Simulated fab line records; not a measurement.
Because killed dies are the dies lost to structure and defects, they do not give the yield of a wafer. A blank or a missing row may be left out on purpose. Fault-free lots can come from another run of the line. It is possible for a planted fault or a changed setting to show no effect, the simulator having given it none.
What tool caused it? | flow nandHarc | 16 wafers from 6 lots sampled at 5 of the route's 1159 steps

WHAT THE GAUGES READ, wafer by wafer
NHARC_END_SORT_01.
lot  | measured     | on        | killedAtArray
L874 | day 24 14:37 | prober-01 | 33

WHICH TOOL RAN EACH LOT (tool, then ch and the chambers of the sampled wafers, then the start)
lot  | NHARC_A_CONTACT_ETCH_138           | NHARC_A_CONTACT_STRIP_26                     | NHARC_A_BLC_EXPOSE_07             | NHARC_A_BLC_ETCH_18
L856 | harCapEtch-03 ch 0,1, day 17 04:52 | rieDiel-06 ch 1,2, day 17 11:22 or earlier   | arfiScanner-03 ch 0, day 17 11:22 | rieDiel-11 ch 0,1,2, no start
L858 | harCapEtch-02 ch 0,1, day 17 12:52 | rieDiel-06 ch 0,1,2, day 17 16:51 or earlier | arfiScanner-02 ch 0, day 17 16:51 | rieDiel-11 ch 0,1,3, no start
L860 | harCapEtch-03 ch 0,1, day 18 10:26 | rieDiel-01 ch 0,1, day 18 13:57 or earlier   | arfiScanner-02 ch 0, day 18 13:57 | rieDiel-11 ch 0,2, no start
L862 | harCapEtch-03 ch 0,1, day 19 05:01 | rieDiel-13 ch 0,2,3, day 19 15:28 or earlier | arfiScanner-01 ch 0, day 19 15:28 | rieDiel-07 ch 1,2,3, no start
L874 | harCapEtch-01 ch 1, day 21 22:04   | rieDiel-06 ch 3, day 22 12:05 or earlier     | arfiScanner-03 ch 0, day 22 12:05 | rieDiel-07 ch 1, day 24 14:37 or earlier
L875 | harCapEtch-01 ch 0,1, day 22 09:24 | rieDiel-01 ch 0,1,2, day 22 16:38 or earlier | arfiScanner-01 ch 0, day 22 16:38 | rieDiel-02 ch 0,2,3, no start
- NHARC_A_CONTACT_ETCH_138: etches the open film in C4F8/O2/Ar, time 132 s, target depth 1289 nm.
- NHARC_A_CONTACT_STRIP_26: strips in O2.
- NHARC_A_BLC_EXPOSE_07: exposes mask A BLC, target cd 100 nm.
- NHARC_A_BLC_ETCH_18: etches the open film in C4F8/O2/Ar, target depth 910 nm.

THE ANSWER, worked out from the rows above alone
Rule: the usual values come from the lots themselves. Put in order of their means at a reading, lots are off if they are a third of the lots or fewer, leave a main group of 4 or more, and stand apart from it by a gap of 3 or more times the standard deviation of the main group's means; of several such gaps the widest counts. The tables above print the reading to a certain number of digits; a main group whose means all agree to those digits is not used. A lot without any number at a reading at which 4 lots or more have one is off too. Where the step has rows for the other lots, those lots are counted as sound.
None of the lots is off at any reading shown; this tells nothing.

WHAT THE SIMULATOR PUT IN
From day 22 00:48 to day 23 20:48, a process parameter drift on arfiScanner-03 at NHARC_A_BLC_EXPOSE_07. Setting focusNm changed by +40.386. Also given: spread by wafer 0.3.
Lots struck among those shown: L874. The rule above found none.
